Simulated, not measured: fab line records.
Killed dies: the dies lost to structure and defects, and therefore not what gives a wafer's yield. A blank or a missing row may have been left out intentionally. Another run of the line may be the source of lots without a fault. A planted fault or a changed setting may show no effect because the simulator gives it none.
8D (eight disciplines) problem report, filled in by code	flow n5_finfet	the parts of the form that need people (team, actions taken, sign-off) are left out

== 1. THE PROBLEM ==
At N5_HKMG_FIN_HK_ANNEAL_02, lamp_zone_5_pct averages 8.148 % over 9 wafers from 3 lots, while fault-free wafers read 8.799 %, standard deviation 0.01. Relative to the usual mean, that is a shift of -65 standard deviations.
The step: time 30 s.
The first sign was on wafer L980.3 at day 8 05:08, on rtp_anneal-01. The record holds 24 wafers of 8 lots with a number at this step. The rule behind "out" and "out of limits": a value lying over 4 standard deviations away from the usual mean. Any other wafer with a number is counted as sound.

== 2. WHAT IT IS, WHAT IT ISN'T ==
question	is	is not
which readings at this step	lamp_zone_5_pct, lamp_power_pct, lamp_zone_1_pct, lamp_zone_2_pct, lamp_zone_3_pct, lamp_zone_4_pct, lamp_zone_6_pct, lamp_zone_7_pct	wafer_temp_C_max
which lots	L980, L981, L983	L966, L968, L972, L974, L987
which wafers of those lots	all that have a number	-
read on which tools	rtp_anneal-01	rtp_anneal-02
when	from day 8 05:08	up to then (12 sound wafers); but 3 sound wafers of L987 came after

== 3. WHAT RULES OUT EACH SUSPECT ==
Counting: a tool at any process step up to the reading remains a suspect when it ran all the lots that are out and ran no sound lot after the first of those.
- rtp_anneal-01 at N5_HKMG_FIN_HK_ANNEAL_02 (time 30 s): kept. Every lot that is out went through it, starting with L980 (day 8 05:08), and after that it ran no sound lot; the last sound lot it ran before then is L974 (day 6 17:26). Its own readings are out on those wafers: lamp_power_pct, lamp_zone_1_pct, lamp_zone_2_pct, lamp_zone_3_pct, lamp_zone_4_pct, lamp_zone_5_pct, lamp_zone_6_pct, lamp_zone_7_pct.
After counting, what remains is rtp_anneal-01 at N5_HKMG_FIN_HK_ANNEAL_02.

== 4. THE CAUSE (what the simulator had put in) ==
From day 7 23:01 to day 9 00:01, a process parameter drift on rtp_anneal-01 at N5_HKMG_FIN_HK_ANNEAL_02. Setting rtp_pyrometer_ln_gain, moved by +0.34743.
Counting left only this tool.

== 5. THE CHAIN OF EFFECTS, in route order ==
One row per reading whose mean, taken over the struck wafers that have a number, lies over 3 standard deviations from the usual. Scope: only readings with a usual standard deviation given in the record; hours: median across lots of the time from each lot's start at the first step in this table that gives one to its start at this step; sigmas: change in usual standard deviations.
hours	step	reading	usual	on struck wafers	change	sigmas
0	N5_HKMG_FIN_HK_ANNEAL_02	lamp_power_pct	8.80 %	8.17	-0.63	-12
0	N5_HKMG_FIN_HK_ANNEAL_02	lamp_zone_1_pct	8.797 %	8.148	-0.649	-59
0	N5_HKMG_FIN_HK_ANNEAL_02	lamp_zone_2_pct	8.798 %	8.153	-0.645	-64
0	N5_HKMG_FIN_HK_ANNEAL_02	lamp_zone_3_pct	8.800 %	8.149	-0.651	-54
0	N5_HKMG_FIN_HK_ANNEAL_02	lamp_zone_4_pct	8.795 %	8.150	-0.645	-54
0	N5_HKMG_FIN_HK_ANNEAL_02	lamp_zone_5_pct	8.799 %	8.148	-0.651	-65
0	N5_HKMG_FIN_HK_ANNEAL_02	lamp_zone_6_pct	8.726 %	8.081	-0.645	-59
0	N5_HKMG_FIN_HK_ANNEAL_02	lamp_zone_7_pct	9.193 %	8.512	-0.681	-57
Here are the process steps it includes:
- N5_HKMG_FIN_HK_ANNEAL_02: time 30 s.
Later measuring or inspecting steps at which every struck wafer that the step has a row for has a number for every such reading, and none has moved that far: N5_BEOL_M4_RC_MEAS_101.

== 6. WHAT WOULD HAVE CAUGHT IT SOONER ==
The fault began at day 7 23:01; the first out-of-limits reading in this record came at day 8 05:08, 6 hours later.
